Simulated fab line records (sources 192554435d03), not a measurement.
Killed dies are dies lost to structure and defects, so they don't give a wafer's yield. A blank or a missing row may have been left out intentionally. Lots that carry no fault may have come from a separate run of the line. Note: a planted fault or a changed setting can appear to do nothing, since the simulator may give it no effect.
fab line records -- flow n5Finfet
record: lots: 7, wafers: 21
route steps=1938 shown FIN_SAQP@102 DUMMY_GATE@222 HKMG_FIN@424
startH: hours from the record's opening day to when the first of the lot's shown wafers began -- waitH: how many hours have passed since the lot's step before this one -- " repeats the value in the row above -- L1.1+2: one row covering several wafers at once -- - value missing, or start not given -- * or withheld: withheld -- < > ~ a bound
route shown NAME@n: a module of which the file shows steps, and the number in the route of the first -- usual: average and standard deviation across the fault-free wafers -- same: alike in all rows -- chamber/n: place in a boat -- sites: each site's reading -- _std_site: how widely they spread, as a standard deviation -- _edge_site: the outer-site mean with the inner-site mean subtracted -- radiusMm: for every site, how far away it sits from the centre of the wafer -- mask NAME#n: copy n -- behind: tool/chamber where the wafer was last shaped -- hold: what put the lot on hold/how long, in hours/how the hold closed -- device: which transistor (n, p or np) failed to switch -- end of line: the same wafers' tests at the end of the route -- where a step has no rows: the recipe by itself -- killed: dies that structure and defects cost at the first sort, which is not the same as the wafer's yield -- map: per-die view of a wafer (x killed, . not killed, _ where there is no die)
set.NAME: setting as actually run; set.NAME@STEP: the setting as run at that earlier step -- model.NAME: the simulator's own value behind a step, which no gauge read
lots where settings were altered on purpose, with a table for each step and a row for each wafer
== steps ==
step: N5_FIN_SAQP_HM_DEP_72
recipe: material: SiO2, targetThkA: 120, tempC: 400, precursor: SiH4/N2O, pressureTorr: 0.75, rfW: 275, timeS: 7.2
lot.wafer,tool,chamber,startH,waitH,set.timeS,model.SiO2_of_FIN_SAQP_HM_DEP_72.thkNm
L083.1,pecvd-01,0,77.20,0.0,6.883,11.26
L083.3,pecvd-01,1,77.20,0.0,7.2,11.76
L083.4,pecvd-01,2,77.20,0.0,6.883,11.27
L085.2,pecvd-01,0,87.34,0.0,7.2,12.03
L085.3,pecvd-01,2,87.34,0.0,7.2,11.67
L085.6,pecvd-01,1,87.34,0.0,7.2,11.94
L089.4,pecvd-03,1,112.11,0.1,7.2,12.24
L089.5,pecvd-03,0,112.11,0.1,7.2,12.48
L089.6,pecvd-03,2,112.11,0.1,7.2,12.06
L090.1,pecvd-04,0,117.04,0.0,7.2,12.07
L090.2,pecvd-04,1,117.04,0.0,7.2,11.93
L090.5,pecvd-04,0,117.04,0.0,7.2,12.25
L092.1,pecvd-01,2,129.82,0.0,7.2,11.79
L092.2,pecvd-01,1,129.82,0.0,7.2,11.94
L092.5,pecvd-01,0,129.82,0.0,7.2,11.85
L094.1,pecvd-03,0,140.77,0.0,6.465,10.92
L094.4,pecvd-03,1,140.77,0.0,7.2,12.04
L094.5,pecvd-03,2,140.77,0.0,6.465,10.91
L095.2,pecvd-01,2,146.84,0.0,8.127,13.23
L095.4,pecvd-01,2,146.84,0.0,7.2,11.92
L095.6,pecvd-01,0,146.84,0.0,7.2,11.71
step: N5_FIN_SAQP_COAT_49
recipe: resist: SOC, tempC: 250, timeS: 60, spinRpm: 1500, resistThkNm: 100
step: N5_FIN_SAQP_COAT_50
recipe: resist: SiARC, tempC: 220, timeS: 60, spinRpm: 1500, resistThkNm: 35
step: N5_FIN_SAQP_ETCH_52
recipe: chemistry: N2/H2, target: SOC, targetDepthA: 1000, overetchA: 200, maskMaterial: SiARC, tempC: 40, timeS: 150, ionEnergyEv: 200, pressureMtorr: 30, sourceW: 840, biasW: 150, n2FlowSccm: 200, h2FlowSccm: 200, ends: endPoint
step: N5_FIN_SAQP_STRIP_53
recipe: chemistry: N2/H2, tempC: 40, n2FlowSccm: 200, h2FlowSccm: 200, rfFrequencyHz: 6e+07
step: N5_FIN_SAQP_HM_OPEN_73
recipe: chemistry: CHF3/O2, target: SiO2, stopOn: a-Si, targetDepthA: 120, overEtchFrac: 1.8, maskMaterial: SOC, timeS: 16.8, pressureMtorr: 30, sourceW: 650, biasW: 170, Ar_flow_sccm: 200, CHF3_flow_sccm: 50, O2_flow_sccm: 5, ionEnergyEv: 200, ends: endPoint
lot.wafer,tool,chamber,startH,waitH,set.timeS@FIN_SAQP_HM_DEP_72,model.etch.depthNm
L083.1,rieDiel-05,1,77.94,0.0,6.883,11.26
L083.3,rieDiel-05,3,77.94,0.0,7.2,11.76
L083.4,rieDiel-05,2,77.94,0.0,6.883,11.27
L085.2,rieDiel-05,0,88.08,0.0,7.2,12.03
L085.3,rieDiel-05,1,88.08,0.0,7.2,11.67
L085.6,rieDiel-05,3,88.08,0.0,7.2,11.94
L089.4,rieDiel-01,2,112.82,0.0,7.2,12.24
L089.5,rieDiel-01,1,112.82,0.0,7.2,12.48
L089.6,rieDiel-01,2,112.82,0.0,7.2,12.06
L090.1,rieDiel-04,3,117.79,0.0,7.2,12.07
L090.2,rieDiel-04,0,117.79,0.0,7.2,11.93
L090.5,rieDiel-04,0,117.79,0.0,7.2,12.25
L092.1,rieDiel-05,3,130.70,0.0,7.2,11.79
L092.2,rieDiel-05,2,130.70,0.0,7.2,11.94
L092.5,rieDiel-05,2,130.70,0.0,7.2,11.85
L094.1,rieDiel-01,2,141.52,0.0,6.465,10.92
L094.4,rieDiel-01,0,141.52,0.0,7.2,12.04
L094.5,rieDiel-01,0,141.52,0.0,6.465,10.91
L095.2,rieDiel-05,3,147.70,0.0,8.127,13.23
L095.4,rieDiel-05,0,147.70,0.0,7.2,11.92
L095.6,rieDiel-05,1,147.70,0.0,7.2,11.71
step: N5_FIN_SAQP_STRIP_74
recipe: chemistry: CHF3/O2, resist: SiARC, rfFrequencyHz: 6e+07
step: N5_FIN_SAQP_MANDREL_ETCH_22
recipe: targetDepthA: 600, chemistry: HBr/Cl2, target: a-Si, stopOn: SiNx, btTimeS: 10, overEtchFrac: 0.5, timeS: 30, pressureMtorr: 10, icpW: 800, biasW: 75, HBr_flow_sccm: 150, Cl2_flow_sccm: 80, ends: endPoint
step: N5_FIN_SAQP_ETCH_57
recipe: chemistry: CH3F/O2, target: SiNx, maskMaterial: SiO2, targetDepthA: 325, timeS: 46.4, pressureMtorr: 30, sourceW: 395, biasW: 73, Ar_flow_sccm: 150, CH3F_flow_sccm: 30, O2_flow_sccm: 20, ionEnergyEv: 120, ends: cleared
step: N5_FIN_SAQP_ETCH_65
recipe: chemistry: CF4, target: SiO2, targetDepthA: 40, ionEnergyEv: 350, timeS: 4.4, pressureMtorr: 10, icpW: 800, biasW: 400, cf4FlowSccm: 80
step: N5_FIN_SAQP_MANDREL_ETCH_58
recipe: chemistry: HBr/Cl2, target: a-Si, targetDepthA: 450, btTimeS: 10, stopOn: SiNx, maskMaterial: SiO2, overEtchFrac: 0.8, timeS: 27, pressureMtorr: 10, icpW: 800, biasW: 75, HBr_flow_sccm: 150, Cl2_flow_sccm: 80, ends: endPoint
lot.wafer,tool,chamber,startH,waitH,set.timeS@FIN_SAQP_HM_DEP_03,model.SiNx_of_FIN_SAQP_HM_DEP_03.thkNm
L083.1,rieSi-01,2,80.10,0.0,38.39,43.8
L083.3,rieSi-01,0,80.10,0.0,33.6,38.4
L083.4,rieSi-01,3,80.10,0.0,33.6,38.6
L085.2,rieSi-01,2,90.19,0.0,33.6,38.2
L085.3,rieSi-01,0,90.19,0.0,36.35,41.4
L085.6,rieSi-01,0,90.19,0.0,33.6,39.2
L089.4+6,rieSi-01,"0,2",114.82,0.0,33.6,38.2
L089.5,rieSi-01,1,114.82,0.0,33.6,38.66
L090.1,rieSi-06,3,119.82,0.0,29.52,33.01
L090.2,rieSi-06,0,119.82,0.0,33.6,38
L090.5,rieSi-06,1,119.82,0.0,29.52,33.4
L092.1,rieSi-01,3,132.71,0.0,33.6,38.4
L092.2,rieSi-01,1,132.71,0.0,33.6,37.33
L092.5,rieSi-01,2,132.71,0.0,33.6,38
L094.1,rieSi-06,2,144.85,0.0,33.6,37.56
L094.4,rieSi-06,0,144.85,0.0,37.97,43.6
L094.5,rieSi-06,2,144.85,0.0,37.97,43.04
L095.2,rieSi-06,2,149.80,0.0,33.6,37.85
L095.4,rieSi-06,1,149.80,0.0,33.6,38
L095.6,rieSi-06,1,149.80,0.0,33.6,38.4
step: N5_FIN_SAQP_RECESS_63
recipe: chemistry: HF/NH3, target: SiO2, targetDepthA: 180, afsCycles: 3, tempC: 30, sublimationTempC: 180, sublimationTimeS: 60
step: N5_FIN_SAQP_COAT_68
recipe: resist: SOC, tempC: 250, timeS: 60, spinRpm: 1500, resistThkNm: 100
step: N5_FIN_SAQP_MANDREL2_REMOVE_60
recipe: chemistry: HBr/Cl2/O2, btTimeS: 10, target: a-Si, stopOn: SiNx, endpoint: OES-SiCl, overEtchFrac: 1, icpW: 600, biasW: 22, HBr_flow_sccm: 150, Cl2_flow_sccm: 80, O2_flow_sccm: 5, pressureMtorr: 10
step: N5_FIN_SAQP_HM_OPEN_33
recipe: chemistry: CH3F/O2, target: SiNx, maskMaterial: SiO2, targetDepthA: 494, timeS: 70.6, pressureMtorr: 30, sourceW: 395, biasW: 73, Ar_flow_sccm: 150, CH3F_flow_sccm: 30, O2_flow_sccm: 20, ionEnergyEv: 120, ends: cleared
usual: etchRfOnTimeS: 69.3/1.7
lot.wafer,tool,chamber,startH,waitH,set.timeS@FIN_SAQP_HM_DEP_03,etchRfOnTimeS,model.etch.depthNm
L083.1,rieDiel-05,2,82.07,0.0,38.39,81.7,43.11
L083.3,rieDiel-05,1,82.07,0.0,33.6,69.3,37.68
L083.4,rieDiel-05,3,82.07,0.0,33.6,72.0,37.98
L085.2,rieDiel-01,0,92.08,0.1,33.6,69.0,37.48
L085.3,rieDiel-01,1,92.08,0.1,36.35,75.9,40.82
L085.6,rieDiel-01,0,92.08,0.1,33.6,71.1,38.56
L089.4,rieDiel-01,3,116.57,0.3,33.6,70.2,37.55
L089.5,rieDiel-01,1,116.57,0.3,33.6,70.5,38.03
L089.6,rieDiel-01,0,116.57,0.3,33.6,68.3,37.48
L090.1,rieDiel-01,2,121.22,0.0,29.52,59.6,32.38
L090.2,rieDiel-01,0,121.22,0.0,33.6,68.0,37.31
L090.5,rieDiel-01,3,121.22,0.0,29.52,61.6,32.7
L092.1,rieDiel-05,2,134.11,0.0,33.6,71.3,37.8
L092.2,rieDiel-05,0,134.11,0.0,33.6,68.0,36.71
L092.5,rieDiel-05,1,134.11,0.0,33.6,67.2,37.43
L094.1,rieDiel-04,2,146.59,0.1,33.6,65.1,36.94
L094.4,rieDiel-04,1,146.59,0.1,37.97,80.1,42.93
L094.5,rieDiel-04,3,146.59,0.1,37.97,76.2,42.41
L095.2,rieDiel-05,3,151.24,0.0,33.6,71.8,37.23
L095.4,rieDiel-05,2,151.24,0.0,33.6,71.1,37.39
L095.6,rieDiel-05,1,151.24,0.0,33.6,68.5,37.74
step: N5_FIN_SAQP_ETCH_34
recipe: chemistry: C4F6/O2, target: SiO2, targetDepthA: 450, timeS: 15, ionEnergyEv: 250, pressureMtorr: 30, sourceW: 345, biasW: 185, Ar_flow_sccm: 300, C4F6_flow_sccm: 10, O2_flow_sccm: 10, ends: cleared
step: N5_FIN_SAQP_STRIP_77
recipe: chemistry: N2/H2, timeS: 90, powerW: 100, tempC: 40, pressureMtorr: 100, rfFrequencyHz: 6e+07, biasPowerW: 3, n2FlowSccm: 300, h2FlowSccm: 300
step: N5_FIN_SAQP_ETCH_64
recipe: chemistry: CF4, target: SiO2, targetDepthA: 15, ionEnergyEv: 350, pressureMtorr: 10, icpW: 800, biasW: 400, cf4FlowSccm: 80
step: N5_FIN_SAQP_FIN_ETCH_36
recipe: chemistry: HBr/Cl2/O2, targetDepthA: 1200, maskMaterial: SiNx, timeS: 50.4, biasW: 102, pressureMtorr: 10, icpW: 800, HBr_flow_sccm: 150, Cl2_flow_sccm: 80, O2_flow_sccm: 12
lot.wafer,tool,chamber,startH,waitH,set.timeS@FIN_SAQP_HM_DEP_03,model.SiNx_of_FIN_SAQP_HM_DEP_03.thkNm
L083.1,rieSi-01,0,82.36,0.0,38.39,26.6
L083.3,rieSi-01,1,82.36,0.0,33.6,21.2
L083.4,rieSi-01,3,82.36,0.0,33.6,21.6
L085.2,rieSi-01,3,92.36,0.0,33.6,21
L085.3,rieSi-01,1,92.36,0.0,36.35,24.4
L085.6,rieSi-01,0,92.36,0.0,33.6,22
L089.4,rieSi-06,0,116.87,0.0,33.6,21
L089.5,rieSi-06,2,116.87,0.0,33.6,22.6
L089.6,rieSi-06,1,116.87,0.0,33.6,20.8
L090.1,rieSi-06,1,121.51,0.0,29.52,15.6
L090.2,rieSi-06,3,121.51,0.0,33.6,21
L090.5,rieSi-06,3,121.51,0.0,29.52,16.2
L092.1,rieSi-06,3,134.39,0.0,33.6,21.6
L092.2,rieSi-06,2,134.39,0.0,33.6,21.4
L092.5,rieSi-06,2,134.39,0.0,33.6,22
L094.1,rieSi-01,1,146.88,0.0,33.6,20.4
L094.4,rieSi-01,2,146.88,0.0,37.97,26.6
L094.5,rieSi-01,3,146.88,0.0,37.97,26.2
L095.2,rieSi-01,0,151.52,0.0,33.6,20.8
L095.4,rieSi-01,1,151.52,0.0,33.6,21
L095.6,rieSi-01,0,151.52,0.0,33.6,21.4
step: N5_DUMMY_GATE_COAT_34
recipe: resist: SOC, tempC: 250, timeS: 60, spinRpm: 1500, resistThkNm: 60
lot.wafer,tool,chamber,startH,waitH,set.spinRpm,model.SOC_of_DUMMY_GATE_COAT_34.thkNm
L083.1+3,lithoTrack-05,0,102.39,0.0,1576,58.4
L083.4,lithoTrack-05,0,102.39,0.0,1576,58.6
L085.2,lithoTrack-04,0,112.21,0.0,1500,60.2
L085.3+6,lithoTrack-04,0,112.21,0.0,1582,58.4
L089.4,lithoTrack-03,0,135.98,0.0,1500,60
L089.5,lithoTrack-03,0,135.98,0.0,1500,60.2
L089.6,lithoTrack-03,0,135.98,0.0,1558,59
L090.1,lithoTrack-03,0,140.62,0.0,1500,60.2
L090.2,lithoTrack-03,0,140.62,0.0,1500,60.4
L090.5,lithoTrack-03,0,140.62,0.0,1500,60
L092.1+2+5,lithoTrack-04,0,153.51,0.0,1500,60
L094.1+5,lithoTrack-04,0,166.15,0.0,1500,60
L094.4,lithoTrack-04,0,166.15,0.0,1574,58.6
L095.2,lithoTrack-04,0,170.37,0.0,1500,59.6
L095.4,lithoTrack-04,0,170.37,0.0,1500,60
L095.6,lithoTrack-04,0,170.37,0.0,1500,59.8
step: N5_DUMMY_GATE_COAT_35
recipe: resist: SiARC, tempC: 220, timeS: 60, spinRpm: 1500, resistThkNm: 10
lot.wafer,tool,chamber,startH,waitH,set.spinRpm,model.SiARC_of_DUMMY_GATE_COAT_35.thkNm
L083.1+4,lithoTrack-05,0,-,-,1500,10
L083.3,lithoTrack-05,0,-,-,1608,9.6
L085.2+3,lithoTrack-04,0,-,-,1500,10
L085.6,lithoTrack-04,0,-,-,1335,10.6
L089.4+5+6,lithoTrack-03,0,-,-,1626,9.6
L090.1+2,lithoTrack-03,0,-,-,1500,10
L090.5,lithoTrack-03,0,-,-,1654,9.6
L092.1+2+5,lithoTrack-04,0,-,-,1500,10
L094.1+5,lithoTrack-04,0,-,-,1448,10.2
L094.4,lithoTrack-04,0,-,-,1500,10
L095.2+4+6,lithoTrack-04,0,-,-,1434,10.2
step: N5_DUMMY_GATE_COAT_28
recipe: resist: underlayer, tempC: 205, timeS: 60, spinRpm: 1500, resistThkNm: 10
step: N5_DUMMY_GATE_COAT_09
recipe: resist: CAR-EUV, spinRpm: 1500, resistThkNm: 30
step: N5_DUMMY_GATE_ETCH_29
recipe: chemistry: N2/H2, target: underlayer, targetDepthA: 130, ionEnergyEv: 200, pressureMtorr: 30, sourceW: 840, biasW: 150, n2FlowSccm: 200, h2FlowSccm: 200
step: N5_DUMMY_GATE_ETCH_36
recipe: chemistry: CF4, target: SiARC, targetDepthA: 130, pressureMtorr: 40, sourceW: 545, biasW: 36, Ar_flow_sccm: 100, cf4FlowSccm: 100, ionEnergyEv: 80
step: N5_DUMMY_GATE_ETCH_37
recipe: chemistry: N2/H2, target: SOC, targetDepthA: 600, overetchA: 300, tempC: 40, ionEnergyEv: 200, pressureMtorr: 30, sourceW: 840, biasW: 150, n2FlowSccm: 200, h2FlowSccm: 200
lot.wafer,tool,chamber,startH,waitH,set.spinRpm@DUMMY_GATE_COAT_34,model.etch.depthNm
L083.1,rieDiel-06,1,103.05,0.0,1576,58.45
L083.3,rieDiel-06,3,103.05,0.0,1576,58.36
L083.4,rieDiel-06,1,103.05,0.0,1576,58.59
L085.2,rieDiel-03,1,112.75,0.0,1500,60.11
L085.3,rieDiel-03,3,112.75,0.0,1582,58.5
L085.6,rieDiel-03,2,112.75,0.0,1582,58.47
L089.4,rieDiel-02,2,136.53,0.0,1500,60.03
L089.5,rieDiel-02,3,136.53,0.0,1500,60.28
L089.6,rieDiel-02,0,136.53,0.0,1558,58.99
L090.1,rieDiel-03,1,141.29,0.0,1500,60.23
L090.2,rieDiel-03,2,141.29,0.0,1500,60.31
L090.5,rieDiel-03,0,141.29,0.0,1500,60.03
L092.1,rieDiel-06,1,154.05,0.0,1500,59.92
L092.2,rieDiel-06,3,154.05,0.0,1500,60.01
L092.5,rieDiel-06,3,154.05,0.0,1500,60.02
L094.1,rieDiel-03,1,166.70,0.0,1500,59.97
L094.4,rieDiel-03,3,166.70,0.0,1574,58.58
L094.5,rieDiel-03,0,166.70,0.0,1500,59.93
L095.2,rieDiel-02,0,170.99,0.0,1500,59.68
L095.4,rieDiel-02,3,170.99,0.0,1500,59.91
L095.6,rieDiel-02,1,170.99,0.0,1500,59.88
step: N5_DUMMY_GATE_STRIP_38
recipe: chemistry: N2/H2, tempC: 40, n2FlowSccm: 200, h2FlowSccm: 200, rfFrequencyHz: 6e+07
step: N5_DUMMY_GATE_STRIP_39
recipe: chemistry: N2/H2, tempC: 40, n2FlowSccm: 200, h2FlowSccm: 200, rfFrequencyHz: 6e+07
step: N5_DUMMY_GATE_STRIP_40
recipe: chemistry: CF4, resist: SiARC, powerW: 300, biasPowerW: 75, pressureMtorr: 50, cf4FlowSccm: 150, rfFrequencyHz: 6e+07
step: N5_DUMMY_GATE_ETCH_31
recipe: chemistry: C4F6/O2, target: SiO2, maskMaterial: SOC, targetDepthA: 825, timeS: 27.5, ionEnergyEv: 250, pressureMtorr: 30, sourceW: 345, biasW: 185, Ar_flow_sccm: 300, C4F6_flow_sccm: 10, O2_flow_sccm: 10
lot.wafer,tool,chamber,startH,waitH,set.spinRpm@DUMMY_GATE_COAT_34,model.SOC_of_DUMMY_GATE_COAT_34.thkNm
L083.1,rieDiel-06,3,103.33,0.0,1576,50.6
L083.3,rieDiel-06,1,103.33,0.0,1576,50.2
L083.4,rieDiel-06,2,103.33,0.0,1576,50.4
L085.2,rieDiel-06,0,113.20,0.0,1500,51.6
L085.3+6,rieDiel-06,"3,1",113.20,0.0,1582,50.4
L089.4,rieDiel-06,2,136.89,0.0,1500,52
L089.5,rieDiel-06,3,136.89,0.0,1500,52.4
L089.6,rieDiel-06,0,136.89,0.0,1558,50.6
L090.1+2,rieDiel-03,"1,2",141.57,0.0,1500,51.8
L090.5,rieDiel-03,1,141.57,0.0,1500,51.6
L092.1,rieDiel-06,2,154.33,0.0,1500,51.8
L092.2+5,rieDiel-06,"3,1",154.33,0.0,1500,52
L094.1,rieDiel-03,1,166.98,0.0,1500,51.8
L094.4,rieDiel-03,0,166.98,0.0,1574,50.6
L094.5,rieDiel-03,1,166.98,0.0,1500,51.6
L095.2,rieDiel-06,2,171.27,0.0,1500,51.6
L095.4+6,rieDiel-06,1,171.27,0.0,1500,51.8
step: N5_HKMG_FIN_COAT_06
recipe: resist: CAR-ArF, spinRpm: 1500, resistThkNm: 90
lot.wafer,tool,chamber,startH,waitH,set.spinRpm,model.CAR-ArF_of_HKMG_FIN_COAT_06.thkNm
L083.1,lithoTrack-01,0,-,-,1599,87.4
L083.3+4,lithoTrack-01,0,-,-,1599,87
L085.2,lithoTrack-02,0,-,-,1357,95
L085.3,lithoTrack-02,0,-,-,1500,90.2
L085.6,lithoTrack-02,0,-,-,1500,90.4
L089.4+6,lithoTrack-01,0,-,-,1500,90
L089.5,lithoTrack-01,0,-,-,1409,93
L090.1+5,lithoTrack-04,0,-,-,1500,89.8
L090.2,lithoTrack-04,0,-,-,1345,94.8
L092.1+2,lithoTrack-01,0,-,-,1500,90.2
L092.5,lithoTrack-01,0,-,-,1500,90
L094.1+5,lithoTrack-02,0,-,-,1500,89.8
L094.4,lithoTrack-02,0,-,-,1380,93.6
L095.2+4+6,lithoTrack-04,0,-,-,1500,90.2
step: N5_HKMG_FIN_DESCUM_17
recipe: chemistry: O2, timeS: 7.9, sourcePowerW: 50, biasPowerW: 20, pressureMtorr: 20, rfFrequencyHz: 2.712e+07, tempC: 40, resist: CAR-ArF, o2FlowSccm: 225
lot.wafer,tool,chamber,startH,waitH,set.timeS
L083.1+3,rieDiel-04,"3,2",133.00,0.0,7.9
L083.4,rieDiel-04,1,133.00,0.0,7.132
L085.2,rieDiel-04,2,141.54,0.0,6.615
L085.3+6,rieDiel-04,"0,1",141.54,0.0,7.9
L089.4+6,rieDiel-01,"2,0",168.21,0.2,8.454
L089.5,rieDiel-01,3,168.21,0.2,7.9
L090.1,rieDiel-04,0,171.12,0.0,7.404
L090.2+5,rieDiel-04,"2,0",171.12,0.0,7.9
L092.1+2+5,rieDiel-01,"0,3,1",181.99,0.1,7.9
L094.1+4,rieDiel-05,"3,0",194.47,0.1,7.9
L094.5,rieDiel-05,2,194.47,0.1,6.533
L095.2+6,rieDiel-05,"0,2",197.91,0.0,8.568
L095.4,rieDiel-05,1,197.91,0.0,7.9
step: N5_HKMG_FIN_ETCH_31
recipe: chemistry: CF4, target: SiARC, targetDepthA: 455, maskMaterial: CAR-ArF, timeS: 75.8, ionEnergyEv: 80, pressureMtorr: 40, sourceW: 545, biasW: 36, Ar_flow_sccm: 100, cf4FlowSccm: 100, ends: cleared
lot.wafer,tool,chamber,startH,waitH,set.spinRpm@HKMG_FIN_COAT_06,model.CAR-ArF_of_HKMG_FIN_COAT_06.thkNm
L083.1+4,rieDiel-04,"3,1",133.03,0.0,1599,48.2
L083.3,rieDiel-04,2,133.03,0.0,1599,47.8
L085.2,rieDiel-04,2,141.57,0.0,1357,56.6
L085.3+6,rieDiel-04,"0,1",141.57,0.0,1500,51.2
L089.4,rieDiel-01,2,168.24,0.0,1500,50.2
L089.5,rieDiel-01,3,168.24,0.0,1409,53.8
L089.6,rieDiel-01,0,168.24,0.0,1500,50.4
L090.1,rieDiel-04,0,171.16,0.0,1500,51
L090.2,rieDiel-04,2,171.16,0.0,1345,55.6
L090.5,rieDiel-04,0,171.16,0.0,1500,50.8
L092.1+2,rieDiel-01,"0,3",182.02,0.0,1500,51
L092.5,rieDiel-01,1,182.02,0.0,1500,50.8
L094.1,rieDiel-05,3,194.50,0.0,1500,50.8
L094.4,rieDiel-05,0,194.50,0.0,1380,54.6
L094.5,rieDiel-05,2,194.50,0.0,1500,51.6
L095.2+6,rieDiel-05,"0,2",197.94,0.0,1500,50.6
L095.4,rieDiel-05,1,197.94,0.0,1500,51
== key ==
split: step: N5_FIN_SAQP_HM_DEP_72, setting: timeS, stated: 7.2, by: wafer
response: step: N5_FIN_SAQP_HM_DEP_72, reading: model.SiO2_of_FIN_SAQP_HM_DEP_72.thkNm, change: +0.11, per: 1%, r: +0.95
response: step: N5_FIN_SAQP_HM_OPEN_73, reading: model.etch.depthNm, change: +0.11, per: 1%, r: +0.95
split: step: N5_DUMMY_GATE_COAT_34, setting: spinRpm, stated: 1500, by: wafer
response: step: N5_DUMMY_GATE_COAT_34, reading: model.SOC_of_DUMMY_GATE_COAT_34.thkNm, change: -0.304, per: 1%, r: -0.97
response: step: N5_DUMMY_GATE_ETCH_37, reading: model.etch.depthNm, change: -0.291, per: 1%, r: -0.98
response: step: N5_DUMMY_GATE_ETCH_31, reading: model.SOC_of_DUMMY_GATE_COAT_34.thkNm, change: -0.263, per: 1%, r: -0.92
split: step: N5_DUMMY_GATE_COAT_35, setting: spinRpm, stated: 1500, by: wafer
response: step: N5_DUMMY_GATE_COAT_35, reading: model.SiARC_of_DUMMY_GATE_COAT_35.thkNm, change: -0.0492, per: 1%, r: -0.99
split: step: N5_HKMG_FIN_COAT_06, setting: spinRpm, stated: 1500, by: wafer
response: step: N5_HKMG_FIN_COAT_06, reading: model.CAR-ArF_of_HKMG_FIN_COAT_06.thkNm, change: -0.486, per: 1%, r: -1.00
response: step: N5_HKMG_FIN_ETCH_31, reading: model.CAR-ArF_of_HKMG_FIN_COAT_06.thkNm, change: -0.497, per: 1%, r: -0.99
split: step: N5_HKMG_FIN_DESCUM_17, setting: timeS, stated: 7.9, by: wafer
response none clear
split outsideThisFile step=N5_FIN_SAQP_HM_DEP_03 setting=timeS
split outsideThisFile: this setting was split too, and the file shows its column; the key of that split is in another file
